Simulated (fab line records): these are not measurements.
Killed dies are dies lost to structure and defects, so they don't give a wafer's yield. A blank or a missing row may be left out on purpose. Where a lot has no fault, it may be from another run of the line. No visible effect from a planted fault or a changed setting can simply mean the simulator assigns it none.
The tool behind it: which one? || flow n5Finfet || at 1 step of a route of 1938, 11 lots with 33 wafers sampled

## WHAT THE GAUGES SHOWED, per wafer
N5_HKMG_FIN_OVL_MEAS_13.
{"lot": "L923", "measured": "day 4 15:15", "on": "overlay-01", "NWFM_OVL (nm)": "-1.4 -1.1 -1.2"}
{"lot": "L924", "measured": "day 4 20:41", "on": "overlay-01", "NWFM_OVL (nm)": "0.4 0.4 -0.1"}
{"lot": "L925", "measured": "day 5 02:13", "on": "overlay-01", "NWFM_OVL (nm)": "0.8 -0.7 0.0"}
{"lot": "L926", "measured": "day 5 07:37", "on": "overlay-02", "NWFM_OVL (nm)": "-1.9 -1.6 -0.5"}
{"lot": "L928", "measured": "day 5 20:38", "on": "overlay-02", "NWFM_OVL (nm)": "-1.7 -0.8 -0.7"}
{"lot": "L930", "measured": "day 6 07:20", "on": "overlay-01", "NWFM_OVL (nm)": "0.1 -0.4 -0.1"}
{"lot": "L934", "measured": "day 7 11:35", "on": "overlay-02", "NWFM_OVL (nm)": "-2.0 -0.2 -1.2"}
{"lot": "L935", "measured": "day 7 14:17", "on": "overlay-02", "NWFM_OVL (nm)": "0.8 0.0 1.0"}
{"lot": "L938", "measured": "day 8 07:58", "on": "overlay-02", "NWFM_OVL (nm)": "-1.8 -2.4 -0.3"}
{"lot": "L943", "measured": "day 9 14:44", "on": "overlay-01", "NWFM_OVL (nm)": "-1.3 -0.9 -1.1"}
{"lot": "L944", "measured": "day 9 20:43", "on": "overlay-01", "NWFM_OVL (nm)": "-1.5 -0.2 -0.5"}

## TOOL THAT RAN EACH LOT (tool first, then ch and the chambers of the sampled wafers, then the start)
The record shows no process step preceding these readings.

## THE ANSWER, worked out from the rows above alone
Rule: what is usual is taken from the lots themselves. The widest of any qualifying gaps counts: lots, ordered by their means at a reading, are off when they make up no more than a third of the lots, leave a main group of 4 or more, and stand apart from it by 3 or more times the standard deviation of that group's means. The tables above print the reading to a certain number of digits; a main group whose means all agree to those digits is not used. Also off: a lot with no number at a reading for which 4 or more lots have one. All remaining lots with rows at the step are treated as sound.
None of the lots is off at any reading shown; this tells nothing.

## WHAT THE SIMULATOR PUT IN
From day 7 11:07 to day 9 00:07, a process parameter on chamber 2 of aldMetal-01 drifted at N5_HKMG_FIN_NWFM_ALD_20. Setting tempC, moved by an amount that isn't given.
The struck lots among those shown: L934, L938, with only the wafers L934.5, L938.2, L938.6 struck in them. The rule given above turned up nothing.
